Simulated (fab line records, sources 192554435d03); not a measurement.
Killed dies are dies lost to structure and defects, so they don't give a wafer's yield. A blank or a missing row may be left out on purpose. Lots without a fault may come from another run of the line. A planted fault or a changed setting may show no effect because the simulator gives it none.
A struck lot beside a sound one | flow n5_finfet | 40 steps out of a route of 1938
Sound: wafers L227.1, L227.2, L227.5. Struck: wafers L234.1, L234.2, L234.4. The cause comes at the end.
At each step with rows: each side's tool, then ch and its chambers, then its first start. Under that, the readings that differ: sound wafers | struck wafers | difference of the means | sigmas: that difference in standard deviations of wafers without a fault.
alike: readings whose means differ by less than 2 such deviations, and words and numbers that are the same on both sides. not compared: withheld readings, readings that some wafer has no value for, bounds like >300 that may hide the same value, and numbers for which the record gives no deviation and whose values overlap.
The two part at a step that has a row with sigmas, a row that says differs or no value, or rows on one side only. Numbers that don't overlap but have no deviation are shown without sigmas and don't part them. A reading that every wafer of one side lacks parts them only if that side has two wafers or more.

first, 9 steps without rows for these wafers: N5_MOL_CONTACT_COAG_PRE_CLEAN_142 (time 60 s); N5_MOL_CONTACT_COAG_SPUTTER_130 (material Co, target thk 47.5 nm); N5_MOL_CONTACT_COAG_PRECLEAN_125 (cleans in DIW, time 57.5 s); N5_MOL_CONTACT_COAG_SRD_126 (dry time 32 s); N5_MOL_CONTACT_COAG_CMP_23 (polishes, stops on SiO2, t overpolish 1.5 s, target thk 0 nm); N5_MOL_CONTACT_COAG_WET_ETCH_26 (target Co, target depth 13 nm); N5_MOL_CONTACT_COAG_WET_ETCH_116 (etches the open film in SC1-inhibited, target depth 4.6 nm, rinse time 30 s); N5_MOL_CONTACT_COAG_ALD_27 (deposits SiOC, target thk 17 nm, pulse time 1.5 s, time 2720 s); N5_MOL_CONTACT_COAG_CMP_28 (polishes, stops on SiNx, t overpolish 0.85 s, target thk 14.522 nm).
N5_MOL_CONTACT_COAG_ALD_123: deposits SiNx, target thk 5 nm, pulse time 1 s, purge time 2 s.
  sound on ald_sin-01 ch 0,1,3, day 5 20:32; struck on ald_sin-01 ch 1,3, day 7 15:20
  alike: heater_power_w, precursor_pulse_height_rel
then, 10 steps without rows for these wafers: N5_MOL_CONTACT_COAG_PECVD_31 (deposits SiO2 from TEOS/O2, target thk 46 nm, time 8.9 s); N5_MOL_CONTACT_COAG_COAT_75 (time 60 s, resist thk 60 nm); N5_MOL_CONTACT_COAG_COAT_76 (time 60 s, resist thk 10 nm); N5_MOL_CONTACT_COAG_COAT_77 (time 60 s, resist thk 10 nm); N5_MOL_CONTACT_COAG_COAT_78 (resist thk 40 nm); N5_MOL_CONTACT_COAG_EBR_80; N5_MOL_CONTACT_COAG_SOFTBAKE_79 (time 60 s); N5_MOL_CONTACT_COAG_EXPOSE_81 (exposes mask VG, defocus 0 nm); N5_MOL_CONTACT_COAG_PEB_82 (peb time 60 s); N5_MOL_CONTACT_COAG_DEVELOP_83 (develop time 30 s).
N5_MOL_CONTACT_COAG_INSPECT_57: inspects for defects (brightfield).
  sound on defect_inspect-02, day 5 21:29; struck on defect_inspect-01, day 7 16:23
  reading          | sound       | struck      | difference | sigmas
  raw_defect_count | 194 205 286 | 836 908 794 | +618       | +10
then, 16 steps without rows for these wafers: N5_MOL_CONTACT_COAG_DESCUM_88 (chemistry O2, time 7 s); N5_MOL_CONTACT_COAG_ETCH_89 (etches underlayer in N2/H2, target depth 13 nm, time 10.4 s); N5_MOL_CONTACT_COAG_ETCH_90 (etches SiARC in CF4, target depth 13 nm, time 21.7 s); N5_MOL_CONTACT_COAG_ALD_131 (deposits SiO2, target thk 5 nm, pulse time 1 s, co reactant pulse time 1 s); N5_MOL_CONTACT_COAG_ETCHBACK_132 (etches SiO2 in CHF3, target depth 10 nm, time 6.7 s); N5_MOL_CONTACT_COAG_ETCH_91 (etches SOC in N2/H2, target depth 60 nm, overetch 21 nm, time 101.2 s); N5_MOL_CONTACT_COAG_STRIP_92 (strips in N2/H2); N5_MOL_CONTACT_COAG_STRIP_93 (strips in N2/H2); N5_MOL_CONTACT_COAG_ETCHBACK_135 (etches SiO2 in CHF3, target depth 25 nm, time 16.7 s); N5_MOL_CONTACT_COAG_STRIP_118 (strips in CHF3); N5_MOL_CONTACT_COAG_VIA_ETCH_46 (etches SiO2 in C4F6/O2, target depth 46 nm, overetch 9.2 nm, time 40 s); N5_MOL_CONTACT_COAG_STRIP_96 (strips in N2/H2); N5_MOL_CONTACT_COAG_ETCH_47 (etches SiNx in CH3F/O2, stops on W, target depth 27 nm); N5_MOL_CONTACT_COAG_STRIP_119 (strips in N2/H2, time 30 s); N5_MOL_CONTACT_COAG_PRECLEAN_144 (cleans in alkaline clean, time 60 s); N5_MOL_CONTACT_COAG_SRD_145 (time 30 s).
N5_MOL_CONTACT_COAG_INSPECT_42: inspects for defects (brightfield).
  sound on defect_inspect-02, day 5 23:02; struck on defect_inspect-01, day 7 18:05
  reading          | sound       | struck      | difference | sigmas
  raw_defect_count | 192 210 280 | 827 918 822 | +628       | +10
-- the record jumps here: 4 days lie between the struck wafers' starts before and after (it left off in module MOL_CONTACT_COAG and takes up again in module BEOL_M4, whose first step shown is number 1111 of the route) --
N5_BEOL_M4_RC_MEAS_101:
  sound on prober-02 ch 0, day 8 16:40; struck on prober-02 ch 0, day 11 21:07
  reading        | sound          | struck         | difference | sigmas
  DIBL_P (mV/V)  | 31.9 31.4 33.2 | 37.9 36.9 37.4 | +5.2       | +2
  IOFF_P (nA/um) | 0.14 0.14 0.16 | 0.23 0.20 0.22 | +0.07      | +2
  SS_P (mV/dec)  | 71.5 72.0 72.6 | 73.1 73.2 74.2 | +1.5       | +2
  VT_P (mV)      | -256 -257 -253 | -246 -251 -248 | +7         | +2
  alike: DIBL_N, IOFF_N, ION_N, ION_P, SS_N, VT_N
-- the record jumps here: 5 days lie between the struck wafers' starts before and after (it left off in module BEOL_M4 and takes up again in module PASSIVATION, whose first step shown is number 1936 of the route) --
N5_PASSIVATION_PROBE_49:
  the record has rows for the struck wafers here (prober-02, day 16 12:52) and none for the sound ones

WHERE THEY PART
First at N5_MOL_CONTACT_COAG_INSPECT_57; last, within this record, at N5_PASSIVATION_PROBE_49.

WHY: what the simulator had put in
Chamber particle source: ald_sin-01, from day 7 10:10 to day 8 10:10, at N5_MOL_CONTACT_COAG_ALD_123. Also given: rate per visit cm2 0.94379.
